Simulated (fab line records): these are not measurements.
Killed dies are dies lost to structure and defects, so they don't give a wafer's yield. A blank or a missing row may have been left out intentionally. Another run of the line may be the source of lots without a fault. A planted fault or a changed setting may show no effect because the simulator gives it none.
Which of the tools did it?	flow n5_finfet	72 wafers from 24 lots sampled at 6 of the route's 1938 steps

WHAT EACH GAUGE READ, for each wafer
The record holds no reading of a measuring or inspecting step that can be judged against a usual standard deviation.

EACH LOT AND THE TOOL THAT RAN IT (in order: tool; ch and the chambers of the sampled wafers; start)
lot	N5_BEOL_M0_ANNEAL_119	N5_BEOL_M1_ETCH_63	N5_BEOL_M1_HM_OPEN_17	N5_BEOL_M1_STRIP_19	N5_BEOL_M1_SURFACE_TREAT_85	N5_BEOL_M1_ANNEAL_82
L074	rtp_anneal-01 ch 0, day 6 02:11	rie_diel-01 ch 0,3, day 6 04:57	rie_metal-02 ch 0,1, day 6 05:09	rie_diel-03 ch 1,2,3, day 6 05:17	pvd_sputter-01, day 6 12:24	pvd_sputter-02, day 6 14:43
L075	rtp_anneal-02 ch 0, day 6 07:50	rie_diel-01 ch 2,3, day 6 09:54	rie_metal-01 ch 1, day 6 10:06	rie_diel-01 ch 0,1,3, day 6 10:13	pvd_sputter-03, day 6 16:51	pvd_sputter-01, day 6 17:35
L076	rtp_anneal-01 ch 0, day 6 20:07	rie_diel-03 ch 0,1,3, day 6 23:16	rie_metal-03 ch 0,1, day 6 23:28	rie_diel-03 ch 0,2,3, day 6 23:35	pvd_sputter-02, day 7 07:34	pvd_sputter-02, day 7 08:21
L078	rtp_anneal-01 ch 0, day 7 00:21	rie_diel-03 ch 0,1,2, day 7 03:38	rie_metal-01 ch 0,1, day 7 03:50	rie_diel-03 ch 0,1, day 7 04:04	pvd_sputter-02, day 7 12:29	pvd_sputter-01, day 7 13:23
L077	rtp_anneal-02 ch 0, day 7 06:42	rie_diel-05 ch 0,2, day 7 10:19	rie_metal-02 ch 0,1, day 7 10:31	rie_diel-05 ch 2,3, day 7 10:38	pvd_sputter-03, day 7 22:55	pvd_sputter-03, day 7 23:42
L079	rtp_anneal-01 ch 0, day 7 07:10	rie_diel-03 ch 0,3, day 7 10:58	rie_metal-01 ch 0,1, day 7 11:10	rie_diel-01 ch 0,1,3, day 7 11:19	pvd_sputter-03, day 7 22:53	pvd_sputter-01, day 7 23:59
L080	rtp_anneal-01 ch 0, day 7 11:32	rie_diel-01 ch 1,2, day 7 15:39	rie_metal-03 ch 0,1, day 7 15:51	rie_diel-05 ch 0,1,2, day 7 16:01	pvd_sputter-01, day 7 23:25	pvd_sputter-02, day 8 01:30
L081	rtp_anneal-02 ch 0, day 7 16:09	rie_diel-01 ch 0,1,2, day 7 18:18	rie_metal-02 ch 0,1, day 7 18:30	rie_diel-01 ch 1,2,3, day 7 18:37	pvd_sputter-02, day 7 22:13	pvd_sputter-02, day 7 23:34
L082	rtp_anneal-02 ch 0, day 7 22:09	rie_diel-01 ch 1,2,3, day 8 02:02	rie_metal-01 ch 0,1, day 8 02:13	rie_diel-05 ch 0,1,3, day 8 02:20	pvd_sputter-01, day 8 07:10	pvd_sputter-03, day 8 08:05
L083	rtp_anneal-01 ch 0, day 8 07:41	rie_diel-01 ch 0,1, day 8 10:41	rie_metal-03 ch 0, day 8 10:53	rie_diel-05 ch 2,3, day 8 11:16	pvd_sputter-01, day 8 14:18	pvd_sputter-03, day 8 15:04
L084	rtp_anneal-02 ch 0, day 8 13:35	rie_diel-03 ch 1,2,3, day 8 17:52	rie_metal-03 ch 0,1, day 8 18:06	rie_diel-01 ch 0,3, day 8 18:17	pvd_sputter-02, day 8 22:03	pvd_sputter-03, day 8 23:39
L085	rtp_anneal-02 ch 0, day 8 21:43	rie_diel-01 ch 0,1,3, day 9 03:05	rie_metal-01 ch 0,1, day 9 03:17	rie_diel-03 ch 0,3, day 9 03:26	pvd_sputter-01, day 9 08:22	pvd_sputter-02, day 9 10:41
L086	rtp_anneal-02 ch 0, day 9 04:47	rie_diel-05 ch 1,3, day 9 07:56	rie_metal-01 ch 0,1, day 9 08:08	rie_diel-01 ch 0,2, day 9 08:15	pvd_sputter-02, day 9 12:05	pvd_sputter-02, day 9 12:56
L087	rtp_anneal-02 ch 0, day 9 07:54	rie_diel-03 ch 0,1,3, day 9 11:26	rie_metal-01 ch 0,1, day 9 11:38	rie_diel-01 ch 0,3, day 9 11:47	pvd_sputter-03, day 9 15:53	pvd_sputter-03, day 9 16:38
L088	rtp_anneal-01 ch 0, day 9 15:10	rie_diel-01 ch 2,3, day 9 18:55	rie_metal-02 ch 0,1, day 9 19:07	rie_diel-05 ch 0,2,3, day 9 19:13	pvd_sputter-02, day 10 00:56	pvd_sputter-03, day 10 01:53
L089	rtp_anneal-02 ch 0, day 9 15:32	rie_diel-01 ch 1,3, day 9 19:08	rie_metal-01 ch 0,1, day 9 19:20	rie_diel-05 ch 0,2,3, day 9 19:27	pvd_sputter-03, day 10 14:09	pvd_sputter-03, day 10 16:33
L091	rtp_anneal-01 ch 0, day 10 02:41	rie_diel-03 ch 0,2, day 10 06:23	rie_metal-03 ch 0,1, day 10 06:35	rie_diel-01 ch 0,2, day 10 06:44	pvd_sputter-03, day 10 19:40	pvd_sputter-03, day 10 20:26
L090	rtp_anneal-01 ch 0, day 10 03:51	rie_diel-01 ch 0,2, day 10 06:32	rie_metal-01 ch 0,1, day 10 06:45	rie_diel-01 ch 1,2, day 10 06:53	pvd_sputter-03, day 10 19:47	pvd_sputter-01, day 10 20:49
L093	rtp_anneal-02 ch 0, day 10 14:55	rie_diel-01 ch 0,1, day 10 19:36	rie_metal-02 ch 0,1, day 10 19:49	rie_diel-03 ch 0,1,2, day 10 19:56	pvd_sputter-02, day 11 05:26	pvd_sputter-01, day 11 06:14
L092	rtp_anneal-01 ch 0, day 10 18:47	rie_diel-03 ch 2,3, day 10 22:42	rie_metal-02 ch 0,1, day 10 22:54	rie_diel-05 ch 0,3, day 10 23:04	pvd_sputter-03, day 11 07:03	pvd_sputter-01, day 11 08:05
L094	rtp_anneal-02 ch 0, day 11 06:52	rie_diel-05 ch 1,2,3, day 11 09:51	rie_metal-03 ch 0, day 11 10:05	rie_diel-01 ch 1,3, day 11 10:17	pvd_sputter-01, day 11 15:19	pvd_sputter-03, day 11 16:11
L095	rtp_anneal-01 ch 0, day 11 06:59	rie_diel-05 ch 1,2, day 11 10:20	rie_metal-01 ch 0,1, day 11 10:32	rie_diel-05 ch 0,1,2, day 11 10:39	pvd_sputter-02, day 11 15:52	pvd_sputter-01, day 11 16:43
L097	rtp_anneal-02 ch 0, day 11 18:09	rie_diel-05 ch 1,2, day 11 21:49	rie_metal-02 ch 0, day 11 22:02	rie_diel-01 ch 0,2,3, day 11 22:23	pvd_sputter-01, day 12 05:13	pvd_sputter-01, day 12 06:01
L096	rtp_anneal-01 ch 0, day 11 18:41	rie_diel-05 ch 0,2,3, day 11 22:02	rie_metal-03 ch 0,1, day 11 22:16	rie_diel-01 ch 0,1,2, day 11 22:26	pvd_sputter-03, day 12 08:34	pvd_sputter-03, day 12 09:26
- N5_BEOL_M0_ANNEAL_119: time 90 s.
- N5_BEOL_M1_ETCH_63: etches SiARC in CF4, target depth 15.6 nm, time 26 s.
- N5_BEOL_M1_HM_OPEN_17: chemistry Cl2/BCl3, target TiN, target depth 20 nm, overetch 6 nm.
- N5_BEOL_M1_STRIP_19: strips in O2.
- N5_BEOL_M1_SURFACE_TREAT_85
- N5_BEOL_M1_ANNEAL_82: time 240 s.

WHAT THE TOOLS THEMSELVES READ (means of the sampled wafers that have a number; where no wafer has one, the mark that the record gives instead)
N5_BEOL_M0_ANNEAL_119.
lot	tool	anneal_temp_c_max	wafer_temp_C_max
L074	rtp_anneal-01	226.14	225.4
L075	rtp_anneal-02	226.29	226.2
L076	rtp_anneal-01	225.96	226.1
L078	rtp_anneal-01	226.10	225.6
L077	rtp_anneal-02	226.16	226.6
L079	rtp_anneal-01	226.06	225.7
L080	rtp_anneal-01	226.07	226.1
L081	rtp_anneal-02	226.01	226.8
L082	rtp_anneal-02	226.21	226.5
L083	rtp_anneal-01	225.98	225.7
L084	rtp_anneal-02	226.08	226.4
L085	rtp_anneal-02	226.13	226.5
L086	rtp_anneal-02	226.13	226.4
L087	rtp_anneal-02	226.19	226.7
L088	rtp_anneal-01	225.95	225.8
L089	rtp_anneal-02	226.04	226.6
L091	rtp_anneal-01	226.20	225.5
L090	rtp_anneal-01	226.16	225.8
L093	rtp_anneal-02	226.29	226.2
L092	rtp_anneal-01	226.04	226.0
L094	rtp_anneal-02	226.26	226.8
L095	rtp_anneal-01	226.18	226.1
L097	rtp_anneal-02	225.89	226.4
L096	rtp_anneal-01	226.04	225.8

N5_BEOL_M1_ETCH_63.
lot	tool	drypump_motor_current_A (A)	etch_rf_on_time_s (s)	oes_product_au (a.u.)	rf_vpp_V (V)	showerhead_plenum_p_Torr (Torr)	throttle_valve_pct (%)
L074	rie_diel-01	5.8	25.6	0.78	184.4	2.17	15.41
L075	rie_diel-01	5.8	26.2	0.79	184.3	2.16	15.40
L076	rie_diel-03	6.4	25.9	0.72	185.4	2.18	15.45
L078	rie_diel-03	6.2	26.1	0.69	184.8	2.15	15.51
L077	rie_diel-05	5.1	26.7	0.65	182.9	2.05	15.51
L079	rie_diel-03	6.3	25.8	0.76	185.3	2.23	15.32
L080	rie_diel-01	5.3	26.6	0.77	183.4	2.10	15.18
L081	rie_diel-01	5.4	26.2	0.77	184.2	2.10	15.21
L082	rie_diel-01	5.6	26.4	0.76	183.6	2.13	15.32
L083	rie_diel-01	5.5	25.5	0.77	182.8	2.10	15.26
L084	rie_diel-03	6.3	26.3	0.69	184.5	2.18	15.48
L085	rie_diel-01	5.6	26.1	0.74	183.0	2.13	15.36
L086	rie_diel-05	5.9	27.4	0.56	184.9	2.20	15.71
L087	rie_diel-03	6.4	25.9	0.71	185.8	2.18	15.49
L088	rie_diel-01	5.7	26.1	0.74	183.8	2.15	15.47
L089	rie_diel-01	5.8	26.6	0.72	184.7	2.16	15.48
L091	rie_diel-03	5.9	26.3	0.67	183.8	2.15	15.51
L090	rie_diel-01	5.4	25.0	0.76	183.2	2.08	15.28
L093	rie_diel-01	5.5	25.5	0.74	183.9	2.09	15.29
L092	rie_diel-03	6.0	26.4	0.68	184.9	2.18	15.46
L094	rie_diel-05	5.6	26.7	0.71	183.8	2.15	15.56
L095	rie_diel-05	5.3	26.5	0.75	183.0	2.10	15.40
L097	rie_diel-05	5.6	26.6	0.78	184.5	2.14	15.23
L096	rie_diel-05	5.3	26.7	0.63	183.7	2.10	15.72

N5_BEOL_M1_HM_OPEN_17.
lot	tool	drypump_motor_current_A (A)	oes_product_au (a.u.)	throttle_valve_pct (%)
L074	rie_metal-02	5.8	0.52	22.43
L075	rie_metal-01	5.0	0.55	22.24
L076	rie_metal-03	5.5	0.58	22.34
L078	rie_metal-01	5.8	0.52	22.10
L077	rie_metal-02	5.8	0.52	22.44
L079	rie_metal-01	5.4	0.53	22.18
L080	rie_metal-03	5.5	0.58	22.35
L081	rie_metal-02	5.8	0.52	22.43
L082	rie_metal-01	5.4	0.52	22.19
L083	rie_metal-03	5.9	0.67	22.29
L084	rie_metal-03	5.7	0.62	22.32
L085	rie_metal-01	5.8	0.75	21.87
L086	rie_metal-01	5.4	0.64	22.06
L087	rie_metal-01	5.8	0.73	21.87
L088	rie_metal-02	5.8	0.61	22.33
L089	rie_metal-01	5.8	0.72	21.87
L091	rie_metal-03	5.5	0.57	22.35
L090	rie_metal-01	5.4	0.63	22.06
L093	rie_metal-02	5.8	0.70	22.25
L092	rie_metal-02	5.8	0.61	22.34
L094	rie_metal-03	5.9	0.66	22.28
L095	rie_metal-01	5.4	0.62	22.07
L097	rie_metal-02	5.8	0.76	22.18
L096	rie_metal-03	5.5	0.75	22.25

N5_BEOL_M1_STRIP_19.
lot	tool	drypump_motor_current_A (A)	oes_product_au (a.u.)	rf_vpp_V (V)	showerhead_plenum_p_Torr (Torr)	throttle_valve_pct (%)
L074	rie_diel-03	6.3	0.84	3.9	2.14	16.51
L075	rie_diel-01	5.6	0.92	3.5	2.09	16.36
L076	rie_diel-03	6.1	0.86	3.6	2.15	16.49
L078	rie_diel-03	6.2	0.83	3.4	2.10	16.58
L077	rie_diel-05	5.5	0.77	3.5	2.14	16.91
L079	rie_diel-01	5.7	0.90	3.6	2.08	16.38
L080	rie_diel-05	5.3	0.75	4.0	2.07	16.64
L081	rie_diel-01	5.6	0.90	4.0	2.09	16.40
L082	rie_diel-05	5.6	0.70	4.2	2.12	16.80
L083	rie_diel-05	5.3	0.81	3.7	2.08	16.74
L084	rie_diel-01	5.8	0.87	3.1	2.10	16.47
L085	rie_diel-03	6.3	0.87	2.8	2.19	16.50
L086	rie_diel-01	5.4	0.90	3.9	2.05	16.39
L087	rie_diel-01	5.8	0.86	3.8	2.10	16.48
L088	rie_diel-05	5.3	0.76	3.7	2.08	16.81
L089	rie_diel-05	5.3	0.75	3.6	2.08	16.80
L091	rie_diel-01	5.4	0.88	4.2	2.05	16.40
L090	rie_diel-01	5.4	0.86	3.5	2.06	16.38
L093	rie_diel-03	6.2	0.78	3.4	2.09	16.61
L092	rie_diel-05	5.3	0.70	3.8	2.07	16.85
L094	rie_diel-01	5.8	0.84	3.4	2.10	16.49
L095	rie_diel-05	5.4	0.85	3.4	2.06	16.51
L097	rie_diel-01	5.6	0.86	3.4	2.07	16.48
L096	rie_diel-01	5.4	0.87	3.7	2.05	16.41

N5_BEOL_M1_ANNEAL_82.
lot	tool	heater_power_w (W)	susceptor_temp_C_max
L074	pvd_sputter-02	916	400.8
L075	pvd_sputter-01	885	401.5
L076	pvd_sputter-02	801	400.3
L078	pvd_sputter-01	827	400.9
L077	pvd_sputter-03	772	400.8
L079	pvd_sputter-01	863	401.7
L080	pvd_sputter-02	922	400.7
L081	pvd_sputter-02	863	400.8
L082	pvd_sputter-03	773	400.5
L083	pvd_sputter-03	745	400.9
L084	pvd_sputter-03	785	400.7
L085	pvd_sputter-02	848	400.7
L086	pvd_sputter-02	862	400.6
L087	pvd_sputter-03	838	400.7
L088	pvd_sputter-03	768	400.7
L089	pvd_sputter-03	769	400.8
L091	pvd_sputter-03	724	400.6
L090	pvd_sputter-01	872	401.8
L093	pvd_sputter-01	826	401.1
L092	pvd_sputter-01	916	401.5
L094	pvd_sputter-03	774	400.9
L095	pvd_sputter-01	827	401.3
L097	pvd_sputter-01	839	401.3
L096	pvd_sputter-03	833	400.6

THE ANSWER, worked out from the rows above alone
Rule: what is usual is taken from the lots themselves. The widest of any qualifying gaps counts: lots, ordered by their means at a reading, are off when they make up no more than a third of the lots, leave a main group of 4 or more, and stand apart from it by 3 or more times the standard deviation of that group's means. A main group is skipped when, at the precision printed for the reading in the tables above, its means are all equal. A lot without any number at a reading at which 4 lots or more have one is off too. Where the step has rows for the other lots, those lots are counted as sound. After the gauges, taken in route order, come the tools' own readings; for these a lot's mean is taken, as printed above. At the first step where some lot is off, the reading lying furthest off is the one used; lots without a number count as furthest.
Nothing can be told from this: no lot is off at any reading shown.

WHAT WAS PUT IN BY THE SIMULATOR
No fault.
